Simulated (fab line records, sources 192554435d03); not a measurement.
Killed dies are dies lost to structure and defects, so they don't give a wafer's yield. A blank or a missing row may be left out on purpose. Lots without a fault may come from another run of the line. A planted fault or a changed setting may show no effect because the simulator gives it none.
One fault seen from 3 desks | flow n5_finfet | each desk has only its own numbers; what lay behind them comes last

THE METROLOGY DESK
What the gauges read, lot by lot, whatever tool the lot ran on: means of the sampled wafers that have a number. A lot is out of limits, marked OUT, if its mean lies more than 4 standard deviations from the usual mean; the brackets give that distance.
Columns: A = M10_THK at N5_BEOL_M10_THK_MEAS_53, usual 137.8 nm; B = M10_RS at N5_BEOL_M10_RS_MEAS_57, usual 0.1507 ohm/sq; C = M11_ILD_THK at N5_BEOL_M11_THK_MEAS_01, usual 268 nm; D = cd_nm at N5_BEOL_M11_CD_MEAS_11, usual 64.1 nm; E = M11_OVL at N5_BEOL_M11_OVL_MEAS_12, usual 0.1 nm
lot  | first seen here | A     | B      | C   | D    | E
L575 | day 11 05:55    | 137.2 | 0.1515 | 269 | 63.7 | 0.4
L578 | day 12 07:05    | 137.5 | 0.1522 | 270 | 64.0 | 1.1
L585 | day 15 11:12    | 140.2 | 0.1482 | 270 | 63.9 | 0.2
L587 | day 16 00:26    | 135.0 | 0.1523 | 274 | 63.1 | 1.3
L594 | day 16 22:32    | 136.0 | 0.1522 | 268 | 64.5 | -0.7
L596 | day 17 06:55    | 137.9 | 0.1485 | 271 | 63.9 | 0.2
This desk's finding: nothing out of limits on any of the 6 lots.

THE DEFECT DESK
What the inspections along the route counted, lot by lot: means of the sampled wafers that have a number. A lot is out of limits, marked OUT, if its mean lies more than 4 standard deviations from the usual mean; the brackets give that distance.
Columns: A = raw_defect_count at N5_BEOL_M10_INSPECT_58, usual 72; B = raw_defect_count at N5_BEOL_M11_INSPECT_13, usual 425
lot  | first seen here | A  | B
L575 | day 11 06:04    | 67 | 384
L578 | day 12 07:15    | 91 | 505
L585 | day 15 11:22    | 74 | 393
L587 | day 16 00:38    | 55 | 386
L594 | day 16 22:41    | 75 | 335
L596 | day 17 07:05    | 68 | 369
This desk's finding: nothing out of limits on any of the 6 lots.

THE TOOL OWNER'S DESK: litho_track-05
The tool's own readings at N5_BEOL_M11_COAT_05 (resist thk 90 nm): means of the sampled wafers that have a number, for each lot that ran on this tool. A lot is out of limits, marked OUT, if its mean lies more than 4 standard deviations from the usual mean; the brackets give that distance.
Columns: A = spin_speed_rpm at N5_BEOL_M11_COAT_05, usual 1500.1 rpm
lot  | first seen here | A
L585 | day 15 14:22    | 1138.2 (-99 or more) OUT
L587 | day 16 02:21    | 1140.0 (-99 or more) OUT
This desk's finding: out of limits on L585, L587; first on L585, day 15 14:22 (spin_speed_rpm at N5_BEOL_M11_COAT_05). In limits: none.

PUT TOGETHER
The tool owner's desk could have raised an alarm at day 15 14:22, on L585, L587.
The metrology desk saw nothing out of limits.
The defect desk saw nothing out of limits.
The metrology desk has L585, L587 on record, within its limits.
The defect desk has L585, L587 on record, within its limits.
Of the lots named, all ran N5_BEOL_M11_COAT_05 on litho_track-05.

WHAT THE SIMULATOR HAD PUT IN
Process parameter drift: litho_track-05, from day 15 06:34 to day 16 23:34, at N5_BEOL_M11_COAT_05. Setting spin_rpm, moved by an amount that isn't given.
Lots struck among those shown: L585, L587.
Hours from the fault's start to each desk's first reading out of limits: the tool owner's desk, 8.
